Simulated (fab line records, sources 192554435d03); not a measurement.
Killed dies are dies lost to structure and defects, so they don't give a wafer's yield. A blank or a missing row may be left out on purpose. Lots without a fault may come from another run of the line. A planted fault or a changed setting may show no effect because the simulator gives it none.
One fault seen from 2 desks | flow n5_finfet | each desk has only its own numbers; what lay behind them comes last

THE TOOL OWNER'S DESK: rie_si-01
The tool's own readings at N5_ZERO_LAYER_ETCH_18 (etches Si in HBr/Cl2, target depth 120 nm, time 40 s): means of the sampled wafers that have a number, for each lot that ran on this tool. A lot is out of limits, marked OUT, if its mean lies more than 4 standard deviations from the usual mean; the brackets give that distance.
Columns: A = drypump_motor_current_A at N5_ZERO_LAYER_ETCH_18, usual 5.8 A; B = oes_product_au at N5_ZERO_LAYER_ETCH_18, usual 0.999 a.u.; C = throttle_valve_pct at N5_ZERO_LAYER_ETCH_18, usual 36.39 %
lot  | first seen here | A   | B     | C
L428 | day 1 19:02     | 5.6 | 0.996 | 36.42
L431 | day 2 12:47     | 5.4 | 0.984 | 36.27
L436 | day 3 19:45     | 5.9 | 1.005 | 36.56
L437 | day 4 00:55     | 5.7 | 1.020 | 36.38
L438 | day 4 06:55     | 5.7 | 1.013 | 36.39
L450 | day 7 06:51     | 5.6 | 0.997 | 36.44
This desk's finding: nothing out of limits on any of the 6 lots.

THE METROLOGY DESK
What the gauges read, lot by lot, whatever tool the lot ran on: means of the sampled wafers that have a number. A lot is out of limits, marked OUT, if its mean lies more than 4 standard deviations from the usual mean; the brackets give that distance. Of its 12 readings 7 are shown: those that lie furthest out on some lot.
Columns: A = cd_nm at N5_WELL_APT_CD_MEAS_25, usual 199.8 nm; B = DIBL_N at N5_BEOL_M4_RC_MEAS_101, usual 36.1 mV/V; C = DIBL_P at N5_BEOL_M4_RC_MEAS_101, usual 36.1 mV/V; D = IOFF_P at N5_BEOL_M4_RC_MEAS_101, usual 0.201 nA/um; E = ION_P at N5_BEOL_M4_RC_MEAS_101, usual 462 uA/um; F = SS_N at N5_BEOL_M4_RC_MEAS_101, usual 71.5 mV/dec; G = VT_P at N5_BEOL_M4_RC_MEAS_101, usual -251.3 mV
lot  | first seen here | A     | B    | C    | D     | E   | F    | G
L428 | day 1 21:14     | 198.9 | 33.8 | 33.7 | 0.169 | 456 | 71.6 | -254.7
L431 | day 2 15:13     | 198.5 | 35.3 | 36.0 | 0.208 | 463 | 71.1 | -249.2
L436 | day 3 21:54     | 201.3 | 35.7 | 35.3 | 0.195 | 458 | 71.6 | -250.7
L437 | day 4 02:56     | 200.7 | 36.3 | 35.5 | 0.184 | 457 | 71.1 | -253.3
L438 | day 4 09:23     | 198.6 | 35.8 | 36.0 | 0.206 | 467 | 71.2 | -249.6
L439 | day 4 15:01     | 199.5 | 36.6 | 35.3 | 0.209 | 465 | 70.9 | -249.8
L444 | day 5 20:48     | 199.8 | 36.1 | 37.4 | 0.214 | 467 | 71.8 | -247.6
L449 | day 7 03:11     | 201.8 | 37.4 | 38.0 | 0.242 | 471 | 72.2 | -247.3
L450 | day 7 08:52     | 199.4 | 35.3 | 36.0 | 0.164 | 459 | 71.7 | -255.2
This desk's finding: nothing out of limits on any of the 9 lots.

PUT TOGETHER
The tool owner's desk saw nothing out of limits.
The metrology desk saw nothing out of limits.

WHAT THE SIMULATOR HAD PUT IN
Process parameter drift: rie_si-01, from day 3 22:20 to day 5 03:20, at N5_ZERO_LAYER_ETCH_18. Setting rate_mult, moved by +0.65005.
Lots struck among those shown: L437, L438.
